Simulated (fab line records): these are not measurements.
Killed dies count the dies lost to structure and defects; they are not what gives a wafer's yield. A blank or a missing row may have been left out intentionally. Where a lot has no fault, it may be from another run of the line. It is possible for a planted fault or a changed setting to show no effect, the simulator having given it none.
Matching of chambers + flow nand_harc + NHARC_A_CONTACT_DEP_58 on pecvd-03 has 3 sister chambers
The step deposits SiON, target thk 90 nm. 3 wafers are shown with their chamber, then 8 later ones without.

## EACH WAFER AND ITS CHAMBER
| wafer  | chamber | heater_power_w (W) |
|--------|---------|--------------------|
| L084.4 | 0       | 728                |
| L090.1 | 1       | 680                |
| L093.2 | 2       | 658                |

## WAFERS WITH NO CHAMBER GIVEN
| wafer  | heater_power_w (W) |
|--------|--------------------|
| L093.5 | 662                |
| L093.6 | 698                |
| L092.1 | 657                |
| L092.2 | 651                |
| L092.5 | 654                |
| L094.1 | 731                |
| L094.2 | 703                |
| L094.6 | 706                |

## WHICH CHAMBER EACH WENT THROUGH
| wafer  | from the rows above          | in truth                   |
|--------|------------------------------|----------------------------|
| L093.5 | can't be placed: 2 or 1      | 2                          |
| L093.6 | can't be placed: 1 or 0 or 2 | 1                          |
| L092.1 | can't be placed: 2 or 1      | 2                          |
| L092.2 | can't be placed: 2 or 1      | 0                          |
| L092.5 | can't be placed: 2 or 1      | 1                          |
| L094.1 | 0                            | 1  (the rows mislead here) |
| L094.2 | can't be placed: 1 or 0 or 2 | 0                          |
| L094.6 | can't be placed: 0 or 1 or 2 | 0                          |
Correct placement for 0 of the 8. These rows do not allow placing 7 (true chamber among the candidates in 6). Wrongly placed: 1.
How it was worked out, from the rows above alone: a wafer's distance from a chamber is the root of the sum, over the readings, of the square of ((its reading less the chamber's mean) divided by the reading's scatter). The wafer belongs to the nearest chamber; if the next one is less than 2 further off, it can't be placed. Each chamber's mean is taken over the wafers shown for it. The scatter: root of mean squared gap, hidden wafer to nearest shown wafer, with one shown wafer a chamber.
